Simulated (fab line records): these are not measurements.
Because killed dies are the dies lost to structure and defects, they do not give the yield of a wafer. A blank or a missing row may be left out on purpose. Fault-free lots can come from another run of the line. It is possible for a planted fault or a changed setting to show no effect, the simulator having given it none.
Matching of chambers :: flow n5 finfet :: 4 sister chambers for N5_BEOL_M0_SAQP_MANDREL_ETCH_103 on rie si-02
The step etches a-Si in HBr/Cl2, stops on SiCN, target depth 45 nm, bt time 10 s, time 27 s. 22 wafers are shown with their chamber, then 11 later ones without.

== EACH WAFER AND ITS CHAMBER ==
wafer: L074.2
chamber: 3
drypump motor current A (A): 5.6
throttle valve pct (%): 35.86
oes product au (a.u.): 0.660

wafer: L074.4
chamber: 2
drypump motor current A (A): 5.7
throttle valve pct (%): 35.07
oes product au (a.u.): 0.684

wafer: L074.6
chamber: 1
drypump motor current A (A): 5.7
throttle valve pct (%): 35.04
oes product au (a.u.): 0.681

wafer: L076.3
chamber: 0
drypump motor current A (A): 5.3
throttle valve pct (%): 35.35
oes product au (a.u.): 0.677

wafer: L076.5
chamber: 2
drypump motor current A (A): 5.7
throttle valve pct (%): 35.06
oes product au (a.u.): 0.694

wafer: L076.6
chamber: 1
drypump motor current A (A): 5.7
throttle valve pct (%): 35.04
oes product au (a.u.): 0.691

wafer: L077.2
chamber: 3
drypump motor current A (A): 5.6
throttle valve pct (%): 35.90
oes product au (a.u.): 0.678

wafer: L077.4
chamber: 3
drypump motor current A (A): 5.6
throttle valve pct (%): 35.86
oes product au (a.u.): 0.674

wafer: L077.5
chamber: 0
drypump motor current A (A): 5.3
throttle valve pct (%): 35.33
oes product au (a.u.): 0.690

wafer: L079.1
chamber: 3
drypump motor current A (A): 5.6
throttle valve pct (%): 35.88
oes product au (a.u.): 0.680

wafer: L079.3
chamber: 2
drypump motor current A (A): 5.7
throttle valve pct (%): 35.07
oes product au (a.u.): 0.686

wafer: L079.4
chamber: 1
drypump motor current A (A): 5.8
throttle valve pct (%): 35.01
oes product au (a.u.): 0.687

wafer: L080.2
chamber: 1
drypump motor current A (A): 5.7
throttle valve pct (%): 35.03
oes product au (a.u.): 0.675

wafer: L080.3
chamber: 3
drypump motor current A (A): 5.6
throttle valve pct (%): 35.89
oes product au (a.u.): 0.672

wafer: L080.6
chamber: 3
drypump motor current A (A): 5.6
throttle valve pct (%): 35.84
oes product au (a.u.): 0.680

wafer: L082.4
chamber: 2
drypump motor current A (A): 5.7
throttle valve pct (%): 35.05
oes product au (a.u.): 0.688

wafer: L082.5
chamber: 0
drypump motor current A (A): 5.3
throttle valve pct (%): 35.30
oes product au (a.u.): 0.704

wafer: L082.6
chamber: 1
drypump motor current A (A): 5.8
throttle valve pct (%): 34.99
oes product au (a.u.): 0.697

wafer: L088.2
chamber: 2
drypump motor current A (A): 5.7
throttle valve pct (%): 35.09
oes product au (a.u.): 0.682

wafer: L088.4
chamber: 3
drypump motor current A (A): 5.6
throttle valve pct (%): 35.57
oes product au (a.u.): 0.710

wafer: L088.5
chamber: 2
drypump motor current A (A): 5.7
throttle valve pct (%): 35.09
oes product au (a.u.): 0.688

wafer: L092.2
chamber: 3
drypump motor current A (A): 5.6
throttle valve pct (%): 35.56
oes product au (a.u.): 0.701

SIGNATURES (means of the wafers above)
reading: drypump motor current A
chamber 0: 5.300
chamber 1: 5.740
chamber 2: 5.700
chamber 3: 5.600
scatter within a chamber: 0.0258

reading: throttle valve pct
chamber 0: 35.3267
chamber 1: 35.0220
chamber 2: 35.0717
chamber 3: 35.7950
scatter within a chamber: 0.0907

reading: oes product au
chamber 0: 0.69033
chamber 1: 0.68620
chamber 2: 0.68700
chamber 3: 0.68188
scatter within a chamber: 0.0119
Rule: distance of a wafer from a chamber = root of the sum over the readings of ((wafer's reading minus chamber's mean) / reading's scatter) squared. If the next closest chamber is less than 2 further off than the closest, the wafer can't be placed; otherwise it belongs to the closest. The scatter is the square root of a quotient: the sum, over the shown wafers, of each reading's squared deviation from its chamber's mean, divided by wafers minus chambers.

== WAFERS WITH NO CHAMBER GIVEN ==
wafer: L092.3
drypump motor current A (A): 5.8
throttle valve pct (%): 35.03
oes product au (a.u.): 0.685

wafer: L092.6
drypump motor current A (A): 5.7
throttle valve pct (%): 35.05
oes product au (a.u.): 0.687

wafer: L094.1
drypump motor current A (A): 5.3
throttle valve pct (%): 35.26
oes product au (a.u.): 0.691

wafer: L094.5
drypump motor current A (A): 5.3
throttle valve pct (%): 35.26
oes product au (a.u.): 0.701

wafer: L094.6
drypump motor current A (A): 5.8
throttle valve pct (%): 35.01
oes product au (a.u.): 0.686

wafer: L095.1
drypump motor current A (A): 5.8
throttle valve pct (%): 35.01
oes product au (a.u.): 0.684

wafer: L095.4
drypump motor current A (A): 5.6
throttle valve pct (%): 35.57
oes product au (a.u.): 0.702

wafer: L095.5
drypump motor current A (A): 5.7
throttle valve pct (%): 35.06
oes product au (a.u.): 0.680

wafer: L096.1
drypump motor current A (A): 5.3
throttle valve pct (%): 35.27
oes product au (a.u.): 0.696

wafer: L096.2
drypump motor current A (A): 5.7
throttle valve pct (%): 35.03
oes product au (a.u.): 0.679

wafer: L096.5
drypump motor current A (A): 5.3
throttle valve pct (%): 35.23
oes product au (a.u.): 0.702

== WHICH CHAMBER EACH WENT THROUGH ==
wafer: L092.3
from the rows above: can't be placed: 1 or 2
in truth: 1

wafer: L092.6
from the rows above: can't be placed: 2 or 1
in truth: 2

wafer: L094.1
from the rows above: 0
in truth: 0

wafer: L094.5
from the rows above: 0
in truth: 0

wafer: L094.6
from the rows above: can't be placed: 1 or 2
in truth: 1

wafer: L095.1
from the rows above: can't be placed: 1 or 2
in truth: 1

wafer: L095.4
from the rows above: 3
in truth: 3

wafer: L095.5
from the rows above: can't be placed: 2 or 1
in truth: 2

wafer: L096.1
from the rows above: 0
in truth: 0

wafer: L096.2
from the rows above: can't be placed: 2 or 1
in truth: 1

wafer: L096.5
from the rows above: 0
in truth: 0
5 of 11 placed correctly. Cannot be placed on the basis of these rows: 6; the candidates contain the true chamber in 6. Number placed wrongly: 0.
